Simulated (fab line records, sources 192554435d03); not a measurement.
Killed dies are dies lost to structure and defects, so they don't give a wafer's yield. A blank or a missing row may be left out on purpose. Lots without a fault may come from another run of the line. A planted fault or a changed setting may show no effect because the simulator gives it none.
Chamber matching | flow n5_finfet | N5_BEOL_M9_PECVD_70 on pecvd-02: 3 sister chambers
The step deposits SiO2 from TEOS/O2, target thk 20 nm, time 22.7 s. 3 wafers are shown with their chamber, then 7 later ones without.

WAFERS WITH THEIR CHAMBER
wafer  | chamber | throttle_valve_pct (%)
L720.2 | 0       | 21.3
L720.3 | 2       | 21.9
L720.6 | 1       | 23.5

WAFERS WITHOUT THEIR CHAMBER
wafer  | throttle_valve_pct (%)
L732.4 | 22.2
L732.5 | 23.6
L737.4 | 22.3
L737.6 | 23.8
L736.1 | 22.2
L736.4 | 21.4
L736.6 | 23.5

WHICH CHAMBER EACH WENT THROUGH
wafer  | from the rows above     | in truth
L732.4 | 2                       | 2
L732.5 | 1                       | 1
L737.4 | 2                       | 2
L737.6 | 1                       | 1
L736.1 | 2                       | 2
L736.4 | can't be placed: 0 or 2 | 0
L736.6 | 1                       | 1
Placed correctly: 6 of 7. Can't be placed from these rows: 1 (the true chamber is among the candidates in 1). Placed wrongly: 0.
How it was worked out, from the rows above alone: a wafer's distance from a chamber is the root of the sum, over the readings, of the square of ((its reading less the chamber's mean) divided by the reading's scatter). The wafer belongs to the nearest chamber; if the next one is less than 2 further off, it can't be placed. A chamber's mean is the mean of its shown wafers. The scatter: with one shown wafer a chamber, the root of the mean of the squares of how far each hidden wafer lies from its nearest shown one.
